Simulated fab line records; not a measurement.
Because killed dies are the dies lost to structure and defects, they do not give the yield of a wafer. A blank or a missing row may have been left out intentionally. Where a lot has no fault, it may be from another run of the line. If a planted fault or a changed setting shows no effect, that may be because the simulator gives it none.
fab line records    flow nand-harc
[record] lots = 12  wafers = 36  last-day = 33
route steps=1302 shown P_GATE@209 P_CONTACT@217 P_M0@265
lots that met no fault: taken from a fault-free run of the same line
start-h: the number of hours between the record's first day and the start of the first shown wafer of the lot    wait-h: time in hours since the lot's previous step    " repeats the value in the row above    L1.1+2: several wafers, shown together as one row    - value missing, or start not given    * or withheld: withheld    < > ~ a bound
route shown NAME@n: a module of which the file shows steps, and the number in the route of the first    usual: mean/standard deviation of fault-free wafers    same: alike in all rows    chamber/n: place in a boat    sites: each site's reading    _std_site: their standard deviation    _edge_site: the outer-site mean with the inner-site mean subtracted    radius-mm: for every site, how far away it sits from the centre of the wafer    mask NAME#n: copy n    behind: tool/chamber where the wafer was last shaped    hold: cause of the lot's hold/its duration in hours/its outcome    device: the n, p or np transistor that did not switch    end of line: the tests these same wafers got at the end of their route    where a step has no rows: the recipe by itself    killed: dies that structure and defects cost at the first sort, which is not the same as the wafer's yield    map: shows each die of a wafer: x if killed, . if not, _ if none is there
set.NAME: the setting the step ran with; set.NAME@STEP: the setting that earlier step ran with    model.NAME: the simulator's own value behind a step, which no gauge read
a sample of lots followed through the steps of the route, with each step as a table and each wafer as a row
services: from which hour (start-h, from the record's first day; less than 0 if before it) a tool's chamber was out of use, for how many hours, and why
[[steps]]
[step NHARC_P_GATE_DEGAS_109]
[recipe] temp-c = 300  time-s = 60
[usual] heater-power-w = 462/44
lot.wafer  tool            chamber  start-h  wait-h  heater-power-w
L954.2     pvd-sputter-01  -        117.19   0.1     429
L954.3     "               -        "        "       434
L954.5     "               -        "        "       438
L958.4     pvd-sputter-02  -        154.38   0.1     385
L958.3     "               -        "        "       437
L958.5     "               -        "        "       395
L959.2     pvd-sputter-03  -        165.93   0.1     450
L959.5     "               -        "        "       590
L959.6     "               -        "        "       458
L961.2     pvd-sputter-03  -        186.95   0.1     449
L961.4     "               -        "        "       480
L961.6     "               -        "        "       447
L964.3     pvd-sputter-03  -        210.98   0.1     493
L964.4     "               -        "        "       475
L964.6     "               -        "        "       505
L963.3     pvd-sputter-02  -        211.83   0.1     471
L963.2     "               -        "        "       432
L963.4     "               -        "        "       463
L966.4     pvd-sputter-03  -        232.54   0.1     550
L966.6     "               -        "        "       537
L966.5     "               -        "        "       463
L967.3     pvd-sputter-01  -        260.80   0.1     531
L967.4     "               -        "        "       430
L967.6     "               -        "        "       450
L973.1     pvd-sputter-02  -        302.11   0.1     362
L973.6     "               -        "        "       460
L973.5     "               -        "        "       450
L974.3     pvd-sputter-01  -        307.34   0.1     524
L974.1     "               -        "        "       430
L974.6     "               -        "        "       413
L975.1     pvd-sputter-01  -        325.63   0.1     430
L975.4     "               -        "        "       537
L975.5     "               -        "        "       433
L976.4     pvd-sputter-01  -        333.57   0.1     445
L976.2     "               -        "        "       446
L976.5     "               -        "        "       543
[step NHARC_P_CONTACT_DEP_30]
[recipe] target-thk-a = 300  temp-c = 400  target-thk-nm = 30  flow-sccm = 200  rf-w = 450  material = SiNx
[usual] heater-power-outer-w = 469/53  heater-power-w = 803/100
lot.wafer  tool      chamber  start-h  wait-h  heater-power-outer-w  heater-power-w
L954.3     pecvd-01  1        118.24   0.1     457                   774
L954.2     "         2        "        "       501                   823
L954.5     "         1        "        "       469                   754
L958.3     pecvd-01  2        155.40   0.1     522                   821
L958.5     "         2        "        "       517                   845
L958.4     "         1        "        "       493                   820
L959.2     pecvd-04  0        167.02   0.1     486                   745
L959.6     "         1        "        "       446                   809
L959.5     "         0        "        "       472                   739
L961.2     pecvd-02  1        188.17   0.2     545                   909
L961.6     "         1        "        "       563                   871
L961.4     "         2        "        "       435                   692
L964.3     pecvd-04  0        212.18   0.1     486                   752
L964.4     "         1        "        "       461                   832
L964.6     "         0        "        "       479                   744
L963.3     pecvd-02  1        212.86   0.1     596                   967
L963.2     "         0        "        "       530                   947
L963.4     "         1        "        "       597                   947
L966.6     pecvd-01  0        233.69   0.2     457                   742
L966.4     "         1        "        "       440                   741
L966.5     "         2        "        "       462                   777
L967.3     pecvd-01  0        261.87   0.1     421                   716
L967.6     "         0        "        "       421                   722
L967.4     "         1        "        "       475                   786
L973.1     pecvd-04  1        303.16   0.1     461                   811
L973.5     "         0        "        "       451                   737
L973.6     "         1        "        "       353                   656
L974.3     pecvd-04  1        308.36   0.1     378                   707
L974.1     "         0        "        "       393                   636
L974.6     "         2        "        "       503                   954
L975.1     pecvd-01  2        326.68   0.1     505                   833
L975.4     "         2        "        "       506                   831
L975.5     "         0        "        "       466                   768
L976.2     pecvd-04  0        334.58   0.1     376                   609
L976.5     "         0        "        "       370                   633
L976.4     "         1        "        "       394                   710
[step NHARC_P_CONTACT_CVD_23]
[recipe] target-thk-a = 2000  temp-c = 300  pressure-torr = 40  wf6-flow-sccm = 40  h2-flow-sccm = 1600  ar-flow-sccm = 1560  time-s = 557  material = W
[usual] heater-power-outer-w = 240/19  heater-power-w = 422/22  mfc-h2-sccm = 1600/4.4  throttle-valve-pct = 8.22/0.23
lot.wafer  tool      chamber  start-h  wait-h  heater-power-outer-w  heater-power-w  mfc-h2-sccm  throttle-valve-pct
L954.2     cvd-w-02  0        122.19   -       243                   410             1596         8.28
L954.3     "         1        "        "       266                   452             1595         8.33
L954.5     "         1        "        "       262                   458             1600         8.17
L958.3     cvd-w-01  1        159.33   -       227                   412             1592         8.20
L958.4     "         0        "        "       201                   390             1599         7.84
L958.5     "         1        "        "       226                   409             1597         8.41
L959.2     cvd-w-01  1        170.81   -       220                   411             1592         8.30
L959.6     "         1        "        "       228                   411             1589         8.39
L959.5     "         0        "        "       209                   395             1592         7.95
L961.2     cvd-w-02  1        191.77   -       253                   449             1599         7.91
L961.4     "         1        "        "       258                   458             1604         8.39
L961.6     "         0        "        "       240                   420             1599         8.57
L964.3     cvd-w-02  0        215.95   -       244                   423             1601         8.39
L964.4     "         1        "        "       267                   458             1600         8.42
L964.6     "         0        "        "       245                   421             1604         8.38
L964.3     cvd-w-02  0        216.75   0.7     247                   421             1597         8.72
L964.4     "         1        "        "       268                   456             1598         8.27
L964.6     "         0        "        "       234                   420             1600         8.22
L963.2     cvd-w-02  1        216.71   -       257                   457             1592         8.08
L963.4     "         0        "        "       244                   421             1602         8.36
L963.3     "         1        "        "       268                   457             1599         8.51
L966.4     cvd-w-02  1        238.11   -       267                   461             1598         8.47
L966.6     "         0        "        "       242                   421             1606         8.29
L966.5     "         1        "        "       269                   455             1601         8.29
L966.4     cvd-w-02  1        238.89   0.7     272                   451             1605         8.26
L966.6     "         0        "        "       246                   414             1598         8.16
L966.5     "         1        "        "       257                   459             1597         8.31
L967.3     cvd-w-02  1        265.68   -       262                   454             1602         8.22
L967.4     "         0        "        "       243                   421             1596         8.45
L967.6     "         1        "        "       265                   466             1604         8.35
L967.3     cvd-w-02  1        266.47   0.7     271                   458             1605         8.19
L967.4     "         0        "        "       242                   417             1602         8.44
L967.6     "         1        "        "       265                   462             1598         8.10
L973.1     cvd-w-02  0        306.98   -       241                   398             1603         8.27
L973.5     "         1        "        "       250                   442             1597         8.40
L973.6     "         0        "        "       240                   405             1597         7.99
L974.1     cvd-w-02  0        312.12   -       240                   412             1594         8.06
L974.3     "         0        "        "       236                   409             1595         8.41
L974.6     "         0        "        "       238                   411             1598         8.65
L975.1     cvd-w-02  1        330.43   -       262                   437             1598         8.58
L975.4     "         0        "        "       239                   400             1601         8.37
L975.5     "         1        "        "       253                   442             1593         8.31
L976.2     cvd-w-02  1        338.20   -       246                   440             1598         8.32
L976.4     "         0        "        "       243                   404             1599         8.41
L976.5     "         1        "        "       256                   453             1604         8.30
[step NHARC_P_CONTACT_CMP_24]
[recipe] t-overpolish-s = 30  target-thk-nm = 200
[usual] motor-current-A = 11.8/1.2  overpolish-run-s = 29.999/0.0093  retaining-ring-pressure-frac = 1.000/0.0048  time-to-endpoint-s = 40.2/3
lot.wafer  tool    chamber  start-h  wait-h  motor-current-A  overpolish-run-s  retaining-ring-pressure-frac  time-to-endpoint-s
L954.3     cmp-02  2        122.74   0.4     10.4             30.011            0.998                         45.5
L954.2     "       0        "        "       14.5             30.011            1.001                         47.5
L954.5     "       2        "        "       11.0             29.991            1.006                         49.2
L958.3     cmp-02  0        159.83   0.4     14.1             29.999            1.002                         43.6
L958.4     "       2        "        "       11.3             29.998            0.997                         43.2
L958.5     "       1        "        "       11.9             29.986            1.005                         37.6
L959.2     cmp-04  3        171.45   0.6     14.0             30.008            0.998                         42.5
L959.6     "       3        "        "       12.8             30.006            1.006                         42.5
L959.5     "       0        "        "       12.0             29.995            0.998                         44.4
L961.2     cmp-04  0        192.44   0.6     12.1             29.998            1.005                         41.7
L961.4     "       1        "        "       10.2             29.984            0.990                         41.5
L961.6     "       3        "        "       14.0             29.995            0.999                         41.2
L964.4     cmp-04  1        217.29   0.4     10.9             29.996            1.005                         79.7
L964.3     "       0        "        "       11.7             30.005            0.994                         80.7
L964.6     "       2        "        "       9.9              30.002            1.001                         84.6
L963.3     cmp-03  1        217.29   0.3     11.2             29.989            0.999                         36.7
L963.2     "       2        "        "       11.6             29.992            0.999                         37.1
L963.4     "       3        "        "       12.0             30.006            1.001                         37.3
L966.4     cmp-03  2        239.39   0.4     11.6             29.996            1.003                         76.0
L966.5     "       0        "        "       11.6             29.994            0.993                         80.8
L966.6     "       1        "        "       11.0             30.015            1.003                         78.9
L967.3     cmp-02  0        268.63   2.1     13.9             29.986            1.005                         75.9
L967.4     "       2        "        "       10.5             30.013            1.003                         79.2
L967.6     "       0        "        "       14.0             30.016            1.004                         75.9
L973.1     cmp-03  0        307.56   0.5     11.9             29.994            0.999                         45.0
L973.5     "       3        "        "       11.1             29.993            0.986                         39.7
L973.6     "       0        "        "       11.9             30.000            1.000                         43.3
L974.3     cmp-04  0        312.76   0.4     11.6             29.998            0.996                         43.3
L974.1     "       3        "        "       13.4             29.998            1.008                         43.0
L974.6     "       1        "        "       10.4             29.990            0.997                         40.8
L975.1     cmp-04  0        331.12   0.6     11.5             29.995            1.001                         38.2
L975.4     "       2        "        "       9.1              30.003            1.001                         38.1
L975.5     "       3        "        "       13.8             29.998            1.005                         37.5
L976.2     cmp-04  0        338.85   0.6     12.2             29.991            1.004                         39.1
L976.4     "       3        "        "       13.8             30.008            1.000                         41.2
L976.5     "       0        "        "       11.6             29.998            0.997                         38.5
[step NHARC_P_M0_INSPECT_11]
[usual] raw-defect-count = 4.4/2.4
lot.wafer  tool               chamber  start-h  wait-h  raw-defect-count
L954.2     defect-inspect-02  -        124.19   0.1     4
L954.3     "                  -        "        "       4
L954.5     "                  -        "        "       9
L958.3     defect-inspect-01  -        161.26   0.0     7
L958.4     "                  -        "        "       10
L958.5     "                  -        "        "       6
L959.2     defect-inspect-01  -        172.78   0.0     5
L959.5     "                  -        "        "       7
L959.6     "                  -        "        "       4
L961.2     defect-inspect-02  -        193.84   0.0     7
L961.4     "                  -        "        "       7
L961.6     "                  -        "        "       9
L963.2     defect-inspect-02  -        218.69   0.0     3
L963.3     "                  -        "        "       1
L963.4     "                  -        "        "       3
L964.3     defect-inspect-01  -        218.84   0.0     1
L964.4     "                  -        "        "       5
L964.6     "                  -        "        "       3
L966.4     defect-inspect-01  -        240.96   0.0     2
L966.5     "                  -        "        "       4
L966.6     "                  -        "        "       2
L967.3     defect-inspect-02  -        270.27   0.0     4
L967.4     "                  -        "        "       6
L967.6     "                  -        "        "       0
L973.1     defect-inspect-02  -        308.96   0.0     1
L973.5     "                  -        "        "       2
L973.6     "                  -        "        "       1
L974.1     defect-inspect-01  -        314.06   0.0     1
L974.3     "                  -        "        "       1
L974.6     "                  -        "        "       3
L975.1     defect-inspect-01  -        332.56   0.0     6
L975.4     "                  -        "        "       3
L975.5     "                  -        "        "       10
L976.2     defect-inspect-01  -        340.15   0.0     3
L976.4     "                  -        "        "       3
L976.5     "                  -        "        "       5
[[services]]
tool            chamber  start-h  hours  kind
cmp-04          -        98.90    1.1    repair
pecvd-01        1        102.60   15.5   repair
pvd-sputter-02  -        104.00   10.0   pm
cmp-04          -        111.00   4.0    pm
pecvd-01        -        130.05   13.0   pm
cmp-02          -        136.72   4.0    pm
cmp-03          -        154.96   0.6    repair
cmp-02          -        157.63   1.3    repair
cmp-03          -        160.10   0.6    repair
cmp-03          -        162.00   4.0    pm
pvd-sputter-03  -        170.00   10.0   pm
pecvd-04        -        170.94   0.5    repair
cmp-03          -        181.87   18.9   repair
cmp-04          -        193.07   0.4    repair
cmp-04          -        209.00   4.0    pm
pvd-sputter-01  -        225.24   3.9    repair
pvd-sputter-01  -        229.17   10.0   pm
pecvd-01        -        240.54   1.0    repair
pvd-sputter-01  -        253.70   4.3    repair
cmp-04          -        266.08   1.0    repair
pecvd-04        -        269.15   13.0   pm
cvd-w-02        -        273.69   13.0   pm
cmp-04          -        307.00   4.0    pm
pecvd-01        -        311.56   13.0   pm
[[key]]
[first-sign] step = NHARC_P_CONTACT_CVD_23  reading = visit  direction = added
[effect] step = NHARC_P_CONTACT_CMP_24  reading = time-to-endpoint-s  direction = up  sigmas = 13  usual = *  struck = *
met-at NHARC_P_CONTACT_CVD_23
struck-lots L964,L966,L967
tester-left-out L964,L966,L967
not-acting-at NHARC_P_GATE_DEGAS_109,NHARC_P_CONTACT_DEP_30,NHARC_P_M0_INSPECT_11
[fault] kind = repeated-step-whole  tool = cvd-w-01,cvd-w-02  chamber = -  onset-h = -  steps = NHARC_P_CONTACT_CVD_23  times = 1  scope = struck-lots-only
// tester-left-out: of these lots the tester's yield and bins aren't shown, on N5 and GAA mostly nor the transistor test; their killed dies are dies lost to structure and defects alone, not to doping, threshold or leakage, so they don't give the yield
